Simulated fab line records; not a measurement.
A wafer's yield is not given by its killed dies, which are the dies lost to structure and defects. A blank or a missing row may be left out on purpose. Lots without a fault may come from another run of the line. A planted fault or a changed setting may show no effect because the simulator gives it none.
Split-lot study	flow n5 finfet	7 lots, 21 wafers read, on a route of 1938 steps

THE SPLIT
At N5_BEOL_M8_ETCH_61 (etches SiARC in CF4, target depth 45.5 nm, time 75.8 s), the setting bias w was moved away from the recipe's 36 W on 6 of the 21 wafers read, by -12.8% to +6.9%. All remaining wafers had this setting at the recipe value.

Reading taken at the split's own step.

THE READING
rf vpp V, in V, at N5_BEOL_M8_ETCH_61 (etches SiARC in CF4, target depth 45.5 nm, time 75.8 s). Typical for fault-free wafers on this fab line: 184.1 V, with standard deviation 1.2 V.

wafer	tool, chamber at the split	bias w as run, W	against the recipe	rf vpp V, V	against lot-mates on the recipe
L075.3	rie diel-01, 0	31.38	-12.8%	168.9	-16.8
L075.4	rie diel-01, 2	36	recipe	185.7	-
L075.6	rie diel-01, 0	31.38	-12.8%	169.6	-16.1
L076.2	rie diel-02, 0	38.47	+6.9%	192.7	no lot-mate on the recipe
L076.3	rie diel-02, 3	38.47	+6.9%	191.9	no lot-mate on the recipe
L076.5	rie diel-02, 3	38.47	+6.9%	191.9	no lot-mate on the recipe
L078.3	rie diel-03, 2	36	recipe	183.4	-
L078.4	rie diel-03, 0	36	recipe	183.6	-
L078.6	rie diel-03, 1	36	recipe	185.3	-
L081.1	rie diel-02, 2	36	recipe	184.6	-
L081.2	rie diel-02, 3	38.28	+6.3%	190.2	+6.6
L081.5	rie diel-02, 1	36	recipe	182.6	-
L086.1	rie diel-03, 0	36	recipe	181.4	-
L086.2	rie diel-03, 3	36	recipe	183.0	-
L086.4	rie diel-03, 1	36	recipe	184.5	-
L087.1	rie diel-01, 1	36	recipe	183.8	-
L087.3	rie diel-01, 2	36	recipe	182.7	-
L087.4	rie diel-01, 0	36	recipe	185.2	-
L096.3	rie diel-03, 0	36	recipe	184.1	-
L096.4	rie diel-03, 3	36	recipe	182.7	-
L096.5	rie diel-03, 0	36	recipe	184.6	-

THE FIT
A straight line over all 21 wafers: rf vpp V changes by +1.15 V for each +1% of bias w; r = +0.98; the points scatter about the line by 1.1 V.
The same after taking each lot's own level away (the mean of its wafers on the recipe; 18 wafers): +1.25 V for each +1%; r = +0.99; scatter 1 V.
On that fit, the largest move of bias w shifts the reading by 16 V.
Measured against the standard deviation above, the lots' own levels, which go from 182.97 to 185.70 V, span 2.3 times it.
Consequently the slope shifts little with the lot-to-lot level, the two slopes agreeing.
Check: -15.6 V against its lot-mates is what the line predicts for one of the wafers moved furthest among these (-12.8%) when that wafer is left out of the fit. Against them it came out at -16.8 V.
Tool readings at the split's step, against how far the setting was moved: rf vpp V r = +0.98.

FILE'S OWN FIT
rf vpp V changes by +1.23 V for each +1% of bias w, r = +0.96.
